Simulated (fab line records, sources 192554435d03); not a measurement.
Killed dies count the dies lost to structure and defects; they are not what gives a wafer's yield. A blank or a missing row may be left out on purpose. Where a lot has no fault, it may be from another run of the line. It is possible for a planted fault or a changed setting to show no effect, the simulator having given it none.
fab line records    flow n5Finfet
record: lots: 10  wafers: 30  lastDay: 19
route steps=1938 shown BEOL_M6@1232 PASSIVATION@1936
lots with no fault: from the same line, run without faults
startH: hours from the record's opening day to when the first of the lot's shown wafers began    waitH: time in hours since the lot's previous step    " same as the row above    L1.1+2: several wafers, shown together as one row    - value missing, or start not given    * or withheld: withheld    < > ~ a bound
route shown NAME@n: a module of which the file shows steps, and the number in the route of the first    usual: average and standard deviation across the fault-free wafers    same: alike in all rows    chamber/n: place in a boat    sites: each site's reading    _std_site: their standard deviation    _edge_site: inner sites' mean taken away from outer sites' mean    radiusMm: for every site, how far away it sits from the centre of the wafer    mask NAME#n: copy n    behind: the tool/chamber that last shaped the wafer    hold: why the lot went on hold/how many hours it stayed there/how the hold came to an end    device: the n, p or np transistor that did not switch    end of line: tests run on the same wafers once the route is complete    a step without rows: its recipe alone    killed: count of dies lost to structure and defects at first sort (not the wafer's yield)    map: dies across one wafer; x = killed, . = not, _ = none there
set.NAME: setting as actually run; set.NAME@STEP: the setting as run at that earlier step    model.NAME: the simulator's own value behind a step, which no gauge read
route steps across a sampled set of lots; one table per step, one row per wafer
services: a tool's chamber out of use, with start hour (startH, from the record's first day; less than 0 if before it), hours out, and reason
== steps ==
step: N5_BEOL_M6_ETCH_65
recipe: chemistry: CF4  target: SiARC  targetDepthA: 156  maskMaterial: CAR-EUV  timeS: 26  ionEnergyEv: 80  pressureMtorr: 40  sourceW: 545  biasW: 36  Ar_flow_sccm: 100  cf4FlowSccm: 100  ends: cleared
usual: drypumpMotorCurrentA: 5.7/0.4  etchRfOnTimeS: 26.0/0.7  oesProductAu: 0.69/0.074  rfVppV: 184.3/1.2  showerheadPlenumPTorr: 2.16/0.063  throttleValvePct: 15.56/0.24
lot.wafer  tool        chamber  startH  waitH  drypumpMotorCurrentA  etchRfOnTimeS  oesProductAu  rfHoursCounterH  rfVppV  showerheadPlenumPTorr  throttleValvePct
L612.2     rieDiel-01  0        240.45  0.0    5.8                   27.1           0.58          236              184.7   2.11                   15.57
L612.3     "           3        "       "      5.8                   25.3           0.70          80               185.8   2.15                   15.15
L612.6     "           1        "       "      6.3                   26.3           0.66          -                185.1   2.23                   15.51
L616.4     rieDiel-04  1        287.67  0.0    5.3                   26.2           0.75          19               185.4   2.27                   15.33
L616.5     "           3        "       "      5.9                   26.2           0.59          -                184.5   2.20                   15.62
L616.6     "           0        "       "      6.0                   24.7           0.74          -                184.1   2.19                   15.77
L630.1     rieDiel-01  1        332.09  0.0    6.3                   26.4           0.64          152              185.0   2.22                   15.54
L630.2     "           3        "       "      5.8                   25.5           0.67          104              185.1   2.14                   15.20
L630.5     "           1        "       "      6.3                   26.6           0.64          -                186.2   2.22                   15.56
L625.2     rieDiel-01  3        332.67  0.0    5.8                   25.3           0.68          105              184.6   2.14                   15.19
L625.5     "           3        "       "      5.8                   25.5           0.68          -                183.9   2.14                   15.20
L625.6     "           2        "       "      5.1                   25.9           0.79          -                184.9   2.11                   15.56
L626.2     rieDiel-04  0        335.37  0.0    6.0                   24.7           0.73          77               183.6   2.18                   15.80
L626.4     "           1        "       "      5.3                   26.0           0.74          35               185.2   2.26                   15.37
L626.5     "           0        "       "      6.0                   24.9           0.72          -                184.5   2.18                   15.80
L627.1     rieDiel-01  2        346.38  0.0    5.1                   26.1           0.78          28               183.7   2.11                   15.57
L627.2     "           0        "       "      5.8                   26.0           0.82          9                183.9   2.10                   15.11
L627.5     "           1        "       "      6.3                   26.0           0.65          -                184.1   2.22                   15.57
L631.1     rieDiel-04  2        361.40  0.0    5.4                   26.4           0.68          96               182.2   2.09                   15.73
L631.2     "           1        "       "      5.3                   25.8           0.73          38               186.0   2.26                   15.38
L631.5     "           1        "       "      5.3                   26.0           0.73          -                185.6   2.26                   15.38
L632.2     rieDiel-04  0        377.88  0.0    6.0                   24.7           0.71          97               183.9   2.18                   15.84
L632.4     "           3        "       "      5.9                   25.8           0.83          1                185.9   2.19                   15.12
L632.5     "           1        "       "      5.3                   25.8           0.72          -                184.9   2.26                   15.39
L633.1     rieDiel-04  0        380.43  0.0    6.1                   24.8           0.70          97               182.7   2.18                   15.85
L633.5     "           3        "       "      5.9                   26.2           0.81          -                184.9   2.19                   15.13
L633.6     "           0        "       "      6.1                   24.7           0.71          -                184.5   2.17                   15.83
L634.1     rieDiel-04  1        380.87  0.0    5.3                   25.9           0.72          48               187.1   2.26                   15.40
L634.2     "           2        "       "      5.4                   26.4           0.67          106              183.8   2.08                   15.76
L634.3     "           0        "       "      6.0                   24.8           0.71          98               185.5   2.18                   15.83
step: N5_BEOL_M6_CURE_75
recipe: tempC: 370  timeS: 120  ambient: DMADMS/He  material: SiCOH_lowk
usual: lampPowerPct: 52.31/0.052  runLengthS: 178.5/1.1  timeS: 120/0  wafer_temp_C_max: 372.2/0.55
lot.wafer  tool       chamber  startH  waitH  lampPowerPct  runLengthS  timeS  wafer_temp_C_max
L612.2     uvCure-01  1        241.08  0.1    52.28         176.9       120    371.0
L612.3     "          1        "       "      52.27         177.1       120    371.6
L612.6     "          1        "       "      52.36         177.4       120    371.7
L616.4     uvCure-03  2        288.48  0.3    52.30         177.9       120    372.7
L616.5     "          2        "       "      52.40         177.7       120    372.5
L616.6     "          2        "       "      52.30         178.2       120    372.9
L630.1     uvCure-01  2        332.66  0.0    52.29         178.2       120    371.6
L630.2     "          2        "       "      52.30         177.8       120    372.1
L630.5     "          2        "       "      52.26         177.9       120    372.4
L625.2     uvCure-02  1        333.39  0.1    -             -           -      -
L625.5     "          1        "       "      -             -           -      -
L625.6     "          1        "       "      -             -           -      -
L626.2     uvCure-01  0        335.98  0.1    -             -           -      -
L626.4     "          0        "       "      -             -           -      -
L626.5     "          0        "       "      -             -           -      -
L627.1     uvCure-01  1        346.95  0.0    52.35         177.1       120    371.7
L627.2     "          1        "       "      52.43         177.1       120    371.1
L627.5     "          1        "       "      52.30         177.0       120    371.5
L631.1     uvCure-02  1        362.00  0.1    52.29         177.8       120    373.2
L631.2     "          1        "       "      52.31         178.0       120    371.1
L631.5     "          1        "       "      52.35         178.3       120    372.8
L632.2     uvCure-02  1        378.52  0.1    52.22         177.9       120    373.0
L632.4     "          1        "       "      52.33         178.1       120    372.5
L632.5     "          1        "       "      52.24         178.8       120    373.3
L633.1     uvCure-03  1        381.00  0.0    52.34         179.2       120    372.2
L633.5     "          1        "       "      52.35         179.3       120    372.0
L633.6     "          1        "       "      52.34         178.6       120    373.5
L634.1     uvCure-02  1        381.44  0.0    52.32         177.9       120    372.4
L634.2     "          1        "       "      52.39         178.0       120    372.6
L634.3     "          1        "       "      52.34         177.9       120    372.9
step: N5_BEOL_M6_ANNEAL_51
recipe: tempC: 225  timeS: 90  ambient: N2
usual: wafer_temp_C_max: 225.79/0.22
same: timeS: 90
lot.wafer  tool          chamber  startH  waitH  wafer_temp_C_max
L612.2     rtpAnneal-02  0        243.64  0.1    225.83
L612.3     "             0        "       "      225.62
L612.6     "             0        "       "      225.72
L616.4     rtpAnneal-02  0        291.32  0.2    225.62
L616.5     "             0        "       "      225.75
L616.6     "             0        "       "      225.58
L630.1     rtpAnneal-01  0        335.61  0.1    225.77
L630.2     "             0        "       "      226.20
L630.5     "             0        "       "      226.26
L625.2     rtpAnneal-01  0        336.76  0.4    225.76
L625.5     "             0        "       "      225.79
L625.6     "             0        "       "      225.91
L626.2     rtpAnneal-02  0        337.66  0.2    226.08
L626.4     "             0        "       "      225.84
L626.5     "             0        "       "      225.76
L627.1     rtpAnneal-02  0        349.52  0.6    225.78
L627.2     "             0        "       "      226.24
L627.5     "             0        "       "      225.86
L631.1     rtpAnneal-02  0        363.59  0.3    225.78
L631.2     "             0        "       "      225.82
L631.5     "             0        "       "      225.79
L632.2     rtpAnneal-02  0        381.85  0.7    225.87
L632.4     "             0        "       "      225.69
L632.5     "             0        "       "      225.61
L633.1     rtpAnneal-01  0        384.19  0.2    225.54
L633.5     "             0        "       "      225.94
L633.6     "             0        "       "      225.84
L634.1     rtpAnneal-01  0        384.68  0.1    225.47
L634.2     "             0        "       "      225.59
L634.3     "             0        "       "      225.81
step: N5_BEOL_M6_CMP_52
recipe: stopOn: SiCOH_lowk  tOverpolishS: 6.9  downForcePsi: 1  platenRpm: 50  clearingPlatenDownForcePsi: 1.5  clearingPlatenRpm: 50  postCmpClean: cuAlkaline  targetThkNm: 80  clearingPlatenPadVelocityMS: 0.99484  padVelocityMS: 0.99484
usual: barrierFieldEndpointS: 29.2/0.67  clearingPlatenDownForcePsi: 1.499/0.0033  motorCurrentA: 5.7/0.5  overpolishRunS: 6.902/0.009  timeToEndpointS: 63.6/2.5
same: tOverpolishS: 6.9
lot.wafer  tool    chamber  startH  waitH  barrierFieldEndpointS  clearingPlatenDownForcePsi  motorCurrentA  overpolishRunS  timeToEndpointS
L612.2     cmp-02  3        243.95  0.3    29.0                   1.498                       5.9            6.894           64.3
L612.3     "       0        "       "      30.0                   1.500                       6.1            6.901           63.8
L612.6     "       3        "       "      29.3                   1.498                       5.7            6.893           63.5
L616.4     cmp-04  2        291.57  0.2    27.8                   1.500                       5.6            6.912           64.1
L616.6     "       0        "       "      29.6                   1.496                       5.6            6.903           64.2
L616.5     "       1        "       "      29.9                   1.497                       5.5            6.908           66.0
L630.2     cmp-04  2        335.91  0.2    29.0                   1.501                       5.7            6.903           64.3
L630.1     "       0        "       "      28.9                   1.499                       5.7            6.890           60.2
L630.5     "       2        "       "      29.2                   1.502                       5.8            6.910           60.3
L625.2     cmp-02  2        337.02  0.2    29.4                   1.499                       7.1            6.891           69.4
L625.5     "       2        "       "      30.6                   1.501                       7.0            6.908           69.3
L625.6     "       3        "       "      30.1                   1.501                       5.7            6.892           63.4
L626.4     cmp-03  0        337.91  0.1    29.8                   1.502                       5.3            6.891           65.6
L626.2     "       3        "       "      28.5                   1.503                       5.3            6.883           61.5
L626.5     "       1        "       "      29.5                   1.503                       6.3            6.902           65.2
L627.1     cmp-02  1        349.82  0.3    28.7                   1.495                       5.7            6.904           64.7
L627.2     "       3        "       "      28.2                   1.497                       5.7            6.908           60.6
L627.5     "       1        "       "      29.1                   1.498                       5.8            6.893           64.4
L631.2     cmp-04  1        363.89  0.2    29.4                   1.492                       5.4            6.904           66.3
L631.1     "       0        "       "      29.1                   1.499                       5.7            6.908           62.7
L631.5     "       2        "       "      30.0                   1.503                       5.9            6.922           64.4
L632.2     cmp-04  1        382.16  0.3    29.5                   1.501                       5.9            6.918           63.3
L632.4     "       3        "       "      31.4                   1.498                       5.9            6.915           65.8
L632.5     "       1        "       "      29.5                   1.501                       5.6            6.922           62.9
L633.1     cmp-02  2        384.51  0.3    29.5                   1.503                       6.7            6.897           69.2
L633.6     "       2        "       "      29.6                   1.503                       6.4            6.914           66.3
L633.5     "       3        "       "      29.3                   1.502                       5.9            6.901           62.8
L634.3     cmp-04  2        385.01  0.2    29.0                   1.499                       5.6            6.913           62.4
L634.2     "       3        "       "      29.3                   1.499                       6.2            6.887           68.0
L634.1     "       0        "       "      28.8                   1.498                       5.6            6.896           61.6
step: N5_PASSIVATION_PROBE_49
usual: defectLimitedYield: 91.4/1.2  killed_at_M0_to_M3: 34/9.1  killed_at_M4_up: 14/5.8  killedAtContacts: 13/6  killedAtFrontEnd: 38/10  killedAtOther: 3.2/2.7  killedDies: 102/14  killedOnRim: 13/3.6  killedOpen: 68/11  killedShort: 32/7.2  sort_bin_5_function: 5.1/0.83  sort_bin_6_memory: 3.2/0.56  sort_bin_8_speed: 0.01/0.064  sortNPass: 1078/14  sortYieldPct: 91.4/1.2
same: grossDies: 1180  killedAtBackSide: 0  sort_bin_4_leakage[%]: 0
lot.wafer  tool       chamber  startH  waitH  defectLimitedYield[%]  killed_at_M0_to_M3  killed_at_M4_up  killedAtContacts  killedAtFrontEnd  killedAtOther  killedDies  killedOnRim  killedOpen  killedShort  sort_bin_5_function[%]  sort_bin_6_memory[%]  sort_bin_8_speed[%]  sortNPass  sortYieldPct[%]
L612.2     prober-01  -        325.68  0.1    90.3                   38                  25               18                31                2              114         10           89          25           5.6                     4.0                   0                    1066       90.3
L612.3     prober-01  -        325.73  0.1    92.0                   34                  22               6                 32                0              94          14           65          29           4.7                     3.1                   0                    1086       92.0
L612.6     prober-01  -        325.88  0.3    92.0                   26                  12               19                34                3              94          11           72          21           4.4                     3.4                   0                    1086       92.0
L616.4     prober-01  -        388.45  0.2    89.9                   39                  13               17                42                8              119         16           79          38           6.4                     3.5                   0                    1061       89.9
L616.5     prober-01  -        388.50  0.2    92.5                   30                  5                14                34                6              89          10           57          31           4.3                     3.0                   0                    1091       92.5
L616.6     prober-01  -        388.55  0.3    91.9                   29                  21               13                26                6              95          5            59          33           4.8                     3.0                   0                    1085       91.9
L630.1     prober-01  -        417.59  0.0    93.6                   30                  14               7                 22                3              76          7            52          24           3.7                     2.5                   0                    1104       93.6
L630.2     prober-01  -        417.64  0.1    93.6                   26                  17               6                 24                2              75          9            49          24           3.6                     2.5                   0                    1105       93.6
L630.5     prober-01  -        417.79  0.2    92.5                   33                  14               18                20                3              88          16           62          26           3.9                     3.1                   0.76                 1083       91.8
L626.2     prober-01  -        425.02  0.1    91.6                   23                  15               6                 47                8              99          11           57          39           4.6                     3.6                   0                    1081       91.6
L626.4     prober-01  -        425.12  0.2    92.5                   15                  15               3                 44                12             89          10           46          42           4.3                     3.1                   0                    1091       92.5
L626.5     prober-01  -        425.17  0.2    91.6                   29                  17               12                37                4              99          11           63          32           4.9                     3.1                   0                    1081       91.6
L625.2     prober-02  -        434.19  0.1    92.6                   22                  13               9                 37                6              87          10           59          28           4.4                     2.7                   0                    1093       92.6
L625.5     prober-02  -        434.34  0.2    90.3                   31                  13               9                 56                5              114         16           74          40           5.8                     3.4                   0                    1066       90.3
L625.6     prober-02  -        434.39  0.3    91.2                   33                  14               14                37                6              104         20           71          32           5.3                     3.2                   0                    1076       91.2
L627.1     prober-01  -        442.21  0.3    91.6                   50                  4                5                 39                1              99          10           61          38           5.0                     3.3                   0                    1081       91.6
L627.2     prober-01  -        442.26  0.4    94.2                   26                  5                12                21                4              68          11           46          22           3.5                     2.1                   0                    1112       94.2
L627.5     prober-01  -        442.41  0.5    90.8                   35                  13               16                45                0              109         9            71          37           5.2                     3.8                   0                    1071       90.8
L631.1     prober-02  -        450.42  0.0    91.4                   30                  12               15                37                7              101         18           58          43           5.5                     2.8                   0                    1079       91.4
L631.2     prober-02  -        450.47  0.1    90.9                   47                  13               15                27                5              107         10           76          29           5.1                     3.8                   0                    1073       90.9
L631.5     prober-02  -        450.62  0.2    91.6                   44                  9                10                34                2              99          15           63          36           5.3                     2.8                   0                    1081       91.6
L632.2     prober-01  -        455.96  0.1    92.5                   22                  10               13                42                2              89          11           60          25           4.2                     3.1                   0                    1091       92.5
L632.4     prober-01  -        456.06  0.2    92.1                   36                  6                4                 45                2              93          11           56          31           4.2                     2.9                   0                    1087       92.1
L632.5     prober-01  -        456.11  0.2    89.7                   42                  15               27                35                3              122         20           84          37           6.3                     4.0                   0                    1058       89.7
L634.1     prober-01  -        464.55  0.0    89.8                   32                  16               10                62                0              120         20           81          33           5.9                     3.6                   0                    1060       89.8
L634.2     prober-01  -        464.60  0.1    90.4                   34                  23               17                37                2              113         10           73          36           5.6                     3.6                   0                    1067       90.4
L634.3     prober-01  -        464.65  0.1    90.1                   37                  14               12                50                4              117         17           94          19           6.2                     3.5                   0                    1063       90.1
L633.1     prober-01  -        465.65  0.0    89.9                   50                  24               13                31                1              119         20           85          34           5.9                     4.1                   0                    1061       89.9
L633.5     prober-01  -        465.85  0.2    91.9                   42                  14               15                25                0              96          15           66          29           5.1                     2.6                   0                    1084       91.9
L633.6     prober-01  -        465.90  0.3    89.7                   34                  22               18                42                6              122         18           87          33           6.2                     3.9                   0                    1058       89.7
killed by level:class
L612.2 BEOL_M2:geometricParticle:open=17 BEOL_M4:geometricParticle:open=16 MOL_CONTACT_COAG:geometricParticle:open=15 STI_FIN_REVEAL:geometricParticle:open=10 BEOL_M0_SAQP:geometricParticle:short=8 BEOL_M0_SAQP:geometricParticle:open=8 DUMMY_GATE:geometricParticle:open=7 GATE_CUT:geometricParticle:open=3
L612.3 BEOL_M2:geometricParticle:open=9 DUMMY_GATE:geometricParticle:open=8 BEOL_M4:geometricParticle:open=8 BEOL_M0_SAQP:geometricParticle:short=7 MOL_CONTACT_COAG:geometricParticle:open=6 FIN_SAQP:geometricParticle:open=5 BEOL_M0_SAQP:geometricParticle:open=5 BEOL_M3:geometricParticle:open=5
L612.6 MOL_CONTACT_COAG:geometricParticle:open=17 BEOL_M4:geometricParticle:open=9 FIN_SAQP:geometricParticle:open=8 STI_FIN_REVEAL:geometricParticle:open=8 BEOL_M3:geometricParticle:open=6 BEOL_M2:geometricParticle:open=5 DUMMY_GATE:geometricParticle:open=4 BEOL_M0_SAQP:geometricParticle:short=4
L616.4 MOL_CONTACT_COAG:geometricParticle:open=16 STI_FIN_REVEAL:geometricParticle:open=14 BEOL_M0_SAQP:geometricParticle:open=12 BEOL_M0_SAQP:geometricParticle:short=9 BEOL_M3:geometricParticle:open=8 FIN_SAQP:geometricParticle:open=7 STI_FIN_REVEAL:geometricParticle:short=5 FIN_SAQP:geometricParticle:short=4
L616.5 MOL_CONTACT_COAG:geometricParticle:open=10 BEOL_M0_SAQP:geometricParticle:short=10 FIN_SAQP:geometricParticle:open=6 BEOL_M2:geometricParticle:open=6 BEOL_M0_SAQP:geometricParticle:open=5 STI_FIN_REVEAL:geometricParticle:open=4 DUMMY_GATE:geometricParticle:open=4 MOL_CONTACT_COAG:geometricParticle:short=4
L616.6 MOL_CONTACT_COAG:geometricParticle:open=12 BEOL_M4:geometricParticle:open=10 BEOL_M0_SAQP:geometricParticle:open=8 BEOL_M2:geometricParticle:open=7 FIN_SAQP:geometricParticle:short=5 FIN_SAQP:geometricParticle:open=4 STI_FIN_REVEAL:geometricParticle:open=4 BEOL_M0_SAQP:geometricParticle:short=4
L630.1 BEOL_M3:geometricParticle:open=9 BEOL_M0_SAQP:geometricParticle:open=7 BEOL_M4:geometricParticle:open=7 MOL_CONTACT_COAG:geometricParticle:open=6 BEOL_M0_SAQP:geometricParticle:short=5 STARTING-WAFER:geometricParticle:open=4 STI_FIN_REVEAL:geometricParticle:open=3 BEOL_M2:geometricParticle:open=3
L630.2 BEOL_M4:geometricParticle:open=9 BEOL_M0_SAQP:geometricParticle:open=7 FIN_SAQP:geometricParticle:short=5 MOL_CONTACT_COAG:geometricParticle:open=5 BEOL_M0_SAQP:geometricParticle:short=5 GATE_CUT:geometricParticle:short=4 BEOL_M3:geometricParticle:open=4 STI_FIN_REVEAL:geometricParticle:open=3
L630.5 MOL_CONTACT_COAG:geometricParticle:open=15 BEOL_M3:geometricParticle:open=11 BEOL_M0_SAQP:geometricParticle:open=8 BEOL_M4:geometricParticle:open=8 FIN_SAQP:geometricParticle:short=4 STI_FIN_REVEAL:geometricParticle:open=4 BEOL_M0_SAQP:geometricParticle:short=4 MOL_CONTACT_COAG:geometricParticle:short=3
L626.2 FIN_SAQP:geometricParticle:open=9 GATE_CUT:geometricParticle:short=7 BEOL_M0_SAQP:geometricParticle:short=7 BEOL_M0_SAQP:geometricParticle:open=6 GATE_CUT:geometricParticle:open=5 MOL_CONTACT_COAG:geometricParticle:open=5 STARTING-WAFER:geometricParticle:open=5 FIN_SAQP:geometricParticle:short=4
L626.4 FIN_SAQP:geometricParticle:short=12 FIN_SAQP:geometricParticle:open=8 BEOL_M0_SAQP:geometricParticle:short=8 STI_FIN_REVEAL:geometricParticle:open=7 BEOL_M4:geometricParticle:open=6 PASS1_CAP:geometricParticle:short=5 STI_FIN_REVEAL:geometricParticle:short=4 SDB:geometricParticle:open=3
L626.5 BEOL_M1:geometricParticle:open=10 FIN_SAQP:geometricParticle:open=9 FIN_SAQP:geometricParticle:short=8 MOL_CONTACT_COAG:geometricParticle:open=8 BEOL_M0_SAQP:geometricParticle:short=7 BEOL_M5:geometricParticle:open=5 GATE_CUT:geometricParticle:open=4 BEOL_M0_SAQP:geometricParticle:open=4
L625.2 MOL_CONTACT_COAG:geometricParticle:open=9 FIN_SAQP:geometricParticle:short=8 STI_FIN_REVEAL:geometricParticle:open=6 BEOL_M1:geometricParticle:open=6 FIN_SAQP:geometricParticle:open=4 BEOL_M0_SAQP:geometricParticle:open=4 BEOL_M2:geometricParticle:open=4 BEOL_M4:geometricParticle:open=4
L625.5 FIN_SAQP:geometricParticle:open=16 FIN_SAQP:geometricParticle:short=10 BEOL_M2:geometricParticle:open=8 BEOL_M0_SAQP:geometricParticle:short=7 MOL_CONTACT_COAG:geometricParticle:open=6 BEOL_M0_SAQP:geometricParticle:open=6 GATE_CUT:geometricParticle:short=5 BEOL_M3:geometricParticle:open=5
L625.6 MOL_CONTACT_COAG:geometricParticle:open=11 FIN_SAQP:geometricParticle:open=10 FIN_SAQP:geometricParticle:short=9 BEOL_M0_SAQP:geometricParticle:open=8 BEOL_M1:geometricParticle:open=8 BEOL_M4:geometricParticle:open=8 BEOL_M0_SAQP:geometricParticle:short=6 BEOL_M3:geometricParticle:open=5
L627.1 BEOL_M0_SAQP:geometricParticle:open=14 FIN_SAQP:geometricParticle:open=13 BEOL_M2:geometricParticle:open=10 BEOL_M0_SAQP:geometricParticle:short=10 FIN_SAQP:geometricParticle:short=9 BEOL_M1:geometricParticle:open=9 GATE_CUT:geometricParticle:short=6 GATE_CUT:geometricParticle:open=4
L627.2 MOL_CONTACT_COAG:geometricParticle:open=9 BEOL_M2:geometricParticle:open=7 FIN_SAQP:geometricParticle:short=6 BEOL_M1:geometricParticle:open=5 BEOL_M3:geometricParticle:open=4 MOL_CONTACT_COAG:geometricParticle:short=3 STI_FIN_REVEAL:geometricParticle:open=3 ILD0:geometricParticle:open=3
L627.5 FIN_SAQP:geometricParticle:short=15 MOL_CONTACT_COAG:geometricParticle:open=13 BEOL_M2:geometricParticle:open=7 FIN_SAQP:geometricParticle:open=6 GATE_CUT:geometricParticle:open=6 BEOL_M0:geometricParticle:open=6 BEOL_M1:geometricParticle:open=6 BEOL_M1:geometricParticle:short=6
L631.1 FIN_SAQP:geometricParticle:open=12 MOL_CONTACT_COAG:geometricParticle:open=11 FIN_SAQP:geometricParticle:short=10 BEOL_M0_SAQP:geometricParticle:open=8 BEOL_M0_SAQP:geometricParticle:short=6 BEOL_M4:geometricParticle:open=6 GATE_CUT:geometricParticle:short=5 BEOL_M0:geometricParticle:open=5
L631.2 BEOL_M1:geometricParticle:open=14 MOL_CONTACT_COAG:geometricParticle:open=13 BEOL_M0_SAQP:geometricParticle:short=9 BEOL_M2:geometricParticle:open=9 BEOL_M4:geometricParticle:open=7 BEOL_M0_SAQP:geometricParticle:open=6 FIN_SAQP:geometricParticle:open=5 STI_FIN_REVEAL:geometricParticle:open=4
L631.5 FIN_SAQP:geometricParticle:open=14 BEOL_M0_SAQP:geometricParticle:short=10 BEOL_M0_SAQP:geometricParticle:open=9 BEOL_M2:geometricParticle:open=7 FIN_SAQP:geometricParticle:short=6 DUMMY_GATE:geometricParticle:open=6 MOL_CONTACT_COAG:geometricParticle:open=5 MOL_CONTACT_COAG:geometricParticle:short=5
L632.2 MOL_CONTACT_COAG:geometricParticle:open=12 FIN_SAQP:geometricParticle:open=9 STI_FIN_REVEAL:geometricParticle:open=7 ILD0:geometricParticle:short=6 BEOL_M3:geometricParticle:open=6 FIN_SAQP:geometricParticle:short=3 ILD0:geometricParticle:open=3 GATE_CUT:geometricParticle:short=3
L632.4 FIN_SAQP:geometricParticle:open=9 BEOL_M3:geometricParticle:open=8 BEOL_M2:geometricParticle:open=8 FIN_SAQP:geometricParticle:short=7 STI_FIN_REVEAL:geometricParticle:open=6 BEOL_M0_SAQP:geometricParticle:open=6 BEOL_M0_SAQP:geometricParticle:short=5 MOL_CONTACT_COAG:geometricParticle:open=4
L632.5 MOL_CONTACT_COAG:geometricParticle:open=22 BEOL_M0_SAQP:geometricParticle:open=11 BEOL_M0_SAQP:geometricParticle:short=10 BEOL_M4:geometricParticle:open=9 STI_FIN_REVEAL:geometricParticle:open=8 BEOL_M3:geometricParticle:open=8 GATE_CUT:geometricParticle:short=7 FIN_SAQP:geometricParticle:open=5
L634.1 STI_FIN_REVEAL:geometricParticle:open=25 BEOL_M0_SAQP:geometricParticle:short=11 MOL_CONTACT_COAG:geometricParticle:open=10 BEOL_M3:geometricParticle:open=9 FIN_SAQP:geometricParticle:open=7 DUMMY_GATE:geometricParticle:open=6 BEOL_M4:geometricParticle:open=6 STARTING-WAFER:geometricParticle:short=6
L634.2 MOL_CONTACT_COAG:geometricParticle:open=14 FIN_SAQP:geometricParticle:open=11 BEOL_M4:geometricParticle:open=11 BEOL_M3:geometricParticle:open=10 STI_FIN_REVEAL:geometricParticle:open=9 BEOL_M3:geometricParticle:short=9 FIN_SAQP:geometricParticle:short=6 BEOL_M4:geometricParticle:short=6
L634.3 STI_FIN_REVEAL:geometricParticle:open=28 BEOL_M0_SAQP:geometricParticle:open=12 MOL_CONTACT_COAG:geometricParticle:open=11 BEOL_M3:geometricParticle:open=10 BEOL_M2:geometricParticle:open=7 DUMMY_GATE:geometricParticle:open=6 BEOL_M4:geometricParticle:open=5 BEOL_M0_SAQP:geometricParticle:short=4
L633.1 BEOL_M0_SAQP:geometricParticle:short=16 BEOL_M4:geometricParticle:open=16 BEOL_M0_SAQP:geometricParticle:open=15 STI_FIN_REVEAL:geometricParticle:open=11 MOL_CONTACT_COAG:geometricParticle:open=10 BEOL_M2:geometricParticle:open=7 GATE_CUT:geometricParticle:short=6 BEOL_M1:geometricParticle:open=6
L633.5 BEOL_M0_SAQP:geometricParticle:open=19 MOL_CONTACT_COAG:geometricParticle:open=12 STI_FIN_REVEAL:geometricParticle:open=10 BEOL_M0_SAQP:geometricParticle:short=9 BEOL_M4:geometricParticle:open=9 BEOL_M2:geometricParticle:open=5 BEOL_M1:geometricParticle:open=4 STARTING-WAFER:geometricParticle:short=4
L633.6 STI_FIN_REVEAL:geometricParticle:open=20 BEOL_M4:geometricParticle:open=17 MOL_CONTACT_COAG:geometricParticle:open=14 BEOL_M1:geometricParticle:open=9 GATE_CUT:geometricParticle:short=5 BEOL_M2:geometricParticle:open=5 MOL_CONTACT_COAG:geometricParticle:short=4 BEOL_M0_SAQP:geometricParticle:short=4
== services ==
tool          chamber  startH  hours  kind
uvCure-01     -        222.17  2.7    repair
cmp-04        -        235.74  3.5    pm
cmp-03        -        237.43  1.9    repair
cmp-03        -        273.46  0.7    repair
cmp-04        -        274.38  0.6    repair
rieDiel-04    0        290.12  2.4    repair
cmp-03        -        290.16  1.7    repair
uvCure-02     -        300.44  0.7    repair
cmp-02        -        300.80  4.0    pm
cmp-02        -        309.38  1.3    repair
cmp-02        -        314.77  1.0    repair
uvCure-03     -        324.87  7.5    pm
cmp-03        -        339.43  1.0    repair
rieDiel-04    1        342.50  16.4   repair
rtpAnneal-01  -        348.53  5.7    pm
rieDiel-04    3        358.97  -      clean
cmp-02        -        359.47  1.0    repair
cmp-02        -        362.22  2.2    repair
uvCure-02     -        362.30  1.0    pm
rieDiel-01    2        362.94  8.1    repair
rieDiel-01    1        363.66  11.4   repair
uvCure-03     -        366.16  1.3    repair
uvCure-02     -        369.14  7.5    pm
cmp-02        -        372.54  1.5    repair
== key ==
firstSign: step: N5_BEOL_M6_CURE_75  reading: toolRecord  direction: missing
effect none on later readings
metAt N5_BEOL_M6_CURE_75
struckLots L625,L626
notActingAt N5_BEOL_M6_ETCH_65,N5_BEOL_M6_ANNEAL_51,N5_BEOL_M6_CMP_52
onsetBetween 332.66 333.39
fault: kind: skippedStepWhole  tool: uvCure-01,uvCure-02  chamber: -  onsetH: 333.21  steps: N5_BEOL_M6_CURE_75  scope: struckLotsOnly
